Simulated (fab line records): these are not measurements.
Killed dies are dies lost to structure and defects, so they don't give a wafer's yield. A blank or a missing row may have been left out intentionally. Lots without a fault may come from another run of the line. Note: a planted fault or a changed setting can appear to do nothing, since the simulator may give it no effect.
Which tool did it?	flow nandHarc	Sampling: 12 lots, 36 wafers, 3 of 1302 route steps

## WHAT THE GAUGES READ, wafer by wafer
NHARC_P_GATE_CD_MEAS_91 targets a cd of 2000 nm.
lot	measured	on	cdNm (nm)
L402	day 5 22:53	cdSem-02	1999.9 1999.7 1999.5
L403	day 5 22:29	cdSem-01	2001.4 1996.8 1999.4
L404	day 6 09:58	cdSem-02	1997.1 1999.7 1997.6
L405	day 7 01:34	cdSem-01	2001.1 2001.8 2002.4
L407	day 7 16:40	cdSem-01	2004.1 2000.0 2001.0
L408	day 8 07:16	cdSem-02	2002.3 2002.7 1999.4
L409	day 8 13:16	cdSem-02	1997.9 2000.5 1999.7
L411	day 9 05:14	cdSem-03	1954.6 1956.1 1956.2
L415	day 11 04:53	cdSem-01	1999.7 1999.7 2001.4
L421	day 13 17:13	cdSem-03	1999.0 1999.8 1997.9
L423	day 14 09:13	cdSem-03	1998.7 1996.6 1994.1
L424	day 15 02:56	cdSem-02	2001.2 2001.1 2001.3

## WHICH TOOL RAN EACH LOT (tool, then ch and the chambers of the sampled wafers, then the start)
lot	NHARC_P_GATE_ETCH_104	NHARC_P_GATE_EXPOSE_88
L402	rieDiel-04 ch 0,2,3, day 5 07:13	krfScanner-04 ch 0, day 5 22:44
L403	rieDiel-10 ch 0,1,2, day 5 07:27	krfScanner-01 ch 0, day 5 22:20
L404	rieDiel-09 ch 0,1,2, day 5 18:58	krfScanner-03 ch 0, day 6 09:49
L405	rieDiel-10 ch 1,2, day 6 10:11	krfScanner-01 ch 0, day 7 01:25
L407	rieDiel-10 ch 1,2,3, day 7 01:52	krfScanner-04 ch 0, day 7 16:31
L408	rieDiel-09 ch 1,2,3, day 7 14:38	krfScanner-03 ch 0, day 8 07:07
L409	rieDiel-09 ch 0,1, day 7 22:08	krfScanner-01 ch 0, day 8 13:06
L411	rieDiel-09 ch 2,3, day 8 13:53	krfScanner-01 ch 0, day 9 05:05
L415	rieDiel-10 ch 1,2,3, day 10 13:59	krfScanner-03 ch 0, day 11 04:44
L421	rieDiel-04 ch 2,3, day 13 02:03	krfScanner-04 ch 0, day 13 17:03
L423	rieDiel-10 ch 0,1,2, day 13 18:04	krfScanner-04 ch 0, day 14 09:04
L424	rieDiel-10 ch 1,2,3, day 14 11:58	krfScanner-03 ch 0, day 15 02:46
- NHARC_P_GATE_ETCH_104: etches the open film in CF4/CHF3, target depth 60 nm.
- NHARC_P_GATE_EXPOSE_88: exposes mask P HVN, target cd 2000 nm.

## AS READ BY THE TOOLS THEMSELVES (means over the sampled wafers that have a number; for cases with no such wafer, the mark the record gives instead)
NHARC_P_GATE_ETCH_104.
lot	tool	drypumpMotorCurrentA (A)	oesProductAu (a.u.)	rfVppV (V)	showerheadPlenumPTorr (Torr)	throttleValvePct (%)
L402	rieDiel-04	6.0	0.943	369.9	1.56	16.807
L403	rieDiel-10	5.6	0.924	371.3	1.60	16.807
L404	rieDiel-09	6.0	0.975	372.9	1.63	16.809
L405	rieDiel-10	5.5	0.966	371.0	1.58	16.800
L407	rieDiel-10	5.5	0.966	372.4	1.62	16.790
L408	rieDiel-09	5.8	0.970	373.0	1.65	16.796
L409	rieDiel-09	5.6	0.964	372.0	1.62	16.798
L411	rieDiel-09	6.1	0.960	373.8	1.65	16.800
L415	rieDiel-10	5.5	0.943	372.5	1.61	16.801
L421	rieDiel-04	5.3	0.915	372.4	1.62	16.800
L423	rieDiel-10	5.6	0.950	371.6	1.59	16.807
L424	rieDiel-10	5.5	0.932	372.1	1.61	16.811

## THE ANSWER, worked out from the rows above alone
Rule: usual is defined by the lots themselves. Put in order of their means at a reading, lots are off if they are a third of the lots or fewer, leave a main group of 4 or more, and stand apart from it by a gap of 3 or more times the standard deviation of the main group's means; of several such gaps the widest counts. Not used: any main group whose means are identical at the precision the tables above print for the reading. Also off: a lot with no number at a reading for which 4 or more lots have one. Any other lot the step has rows for is counted as sound. Order of review: gauges by route order, followed by the tools' own readings, for which a lot's mean as printed above is used. The first step at which some lot is off is used, and at that step the reading that is off furthest; a lot without a number counts as furthest.
Off: L411, at NHARC_P_GATE_CD_MEAS_91 (cdNm). The main group has a mean of 1999.8 nm with a standard deviation of 1.6.
If a tool, at a process step before that reading, ran all the lots that are off and no sound lot after the first of them, it fits. The gauges at NHARC_P_GATE_CD_MEAS_91 are tried like those tools. This does not decide it: 2 tools fit, namely rieDiel-09 at NHARC_P_GATE_ETCH_104 and krfScanner-01 at NHARC_P_GATE_EXPOSE_88.

## WHAT THE SIMULATOR PUT IN
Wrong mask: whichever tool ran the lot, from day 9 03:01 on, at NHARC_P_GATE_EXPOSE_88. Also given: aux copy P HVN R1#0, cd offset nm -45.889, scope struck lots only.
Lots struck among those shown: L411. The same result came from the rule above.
